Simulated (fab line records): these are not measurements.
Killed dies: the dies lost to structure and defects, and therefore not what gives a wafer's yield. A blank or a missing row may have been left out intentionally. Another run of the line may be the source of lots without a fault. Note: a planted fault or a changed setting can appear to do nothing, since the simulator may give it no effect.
Matching of chambers    flow nand_harc    NHARC_A_CHANNEL_FILL_D1_ETCHBACK_20 on rie_diel-09 has 4 sister chambers
The step etches the open film in C4F8/O2/Ar, target depth 27 nm, time 13.5 s. 22 wafers are shown with their chamber, then 11 later ones without.

## WAFERS, EACH WITH ITS CHAMBER
wafer   chamber  rf_vpp_V (V)  oes_product_au (a.u.)
L077.2  2        986           0.93
L077.3  0        983           0.92
L077.6  3        979           0.92
L078.1  2        985           1.00
L078.2  0        983           0.98
L078.3  1        981           0.99
L078.4  3        979           0.98
L078.5  3        978           0.98
L078.6  2        986           0.99
L079.2  1        979           0.94
L079.5  2        985           0.94
L079.6  1        981           0.94
L081.3  2        986           0.93
L081.4  3        978           0.93
L081.6  1        979           0.94
L083.2  1        978           0.94
L083.4  2        986           0.93
L083.6  2        987           0.93
L087.1  3        979           0.97
L087.2  2        986           0.98
L087.6  1        979           1.00
L089.1  0        984           0.99

SIGNATURES (means of the wafers above)
reading         chamber 0  chamber 1  chamber 2  chamber 3  scatter within a chamber
rf_vpp_V        983.33     979.50     985.88     978.60     0.825
oes_product_au  0.9633     0.9583     0.9537     0.9560     0.0306
Rule: a wafer lies at a distance from a chamber equal to the root of the sum of squares, over the readings, of (its reading less the chamber's mean, divided by the reading's scatter). If the next closest chamber is less than 2 further off than the closest, the wafer can't be placed; otherwise it belongs to the closest. The scatter is the square root of a quotient: the sum, over the shown wafers, of each reading's squared deviation from its chamber's mean, divided by wafers minus chambers.

## WAFERS MISSING THEIR CHAMBER
wafer   rf_vpp_V (V)  oes_product_au (a.u.)
L089.3  980           1.03
L089.6  985           1.00
L090.1  978           0.99
L090.3  979           1.00
L090.5  985           1.00
L093.1  979           0.99
L093.2  985           1.00
L093.3  980           1.01
L095.2  980           0.95
L095.3  985           0.93
L095.6  985           0.94

## WHICH CHAMBER EACH WENT THROUGH
wafer   from the rows above      in truth
L089.3  can't be placed: 1 or 3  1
L089.6  can't be placed: 2 or 0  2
L090.1  can't be placed: 3 or 1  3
L090.3  can't be placed: 1 or 3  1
L090.5  can't be placed: 2 or 0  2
L093.1  can't be placed: 1 or 3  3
L093.2  can't be placed: 2 or 0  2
L093.3  can't be placed: 1 or 3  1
L095.2  can't be placed: 1 or 3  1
L095.3  can't be placed: 2 or 0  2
L095.6  can't be placed: 2 or 0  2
Correct placement for 0 of the 11. Not placeable from these rows: 11 (in 11, the candidates include the true chamber). 0 placed wrongly.
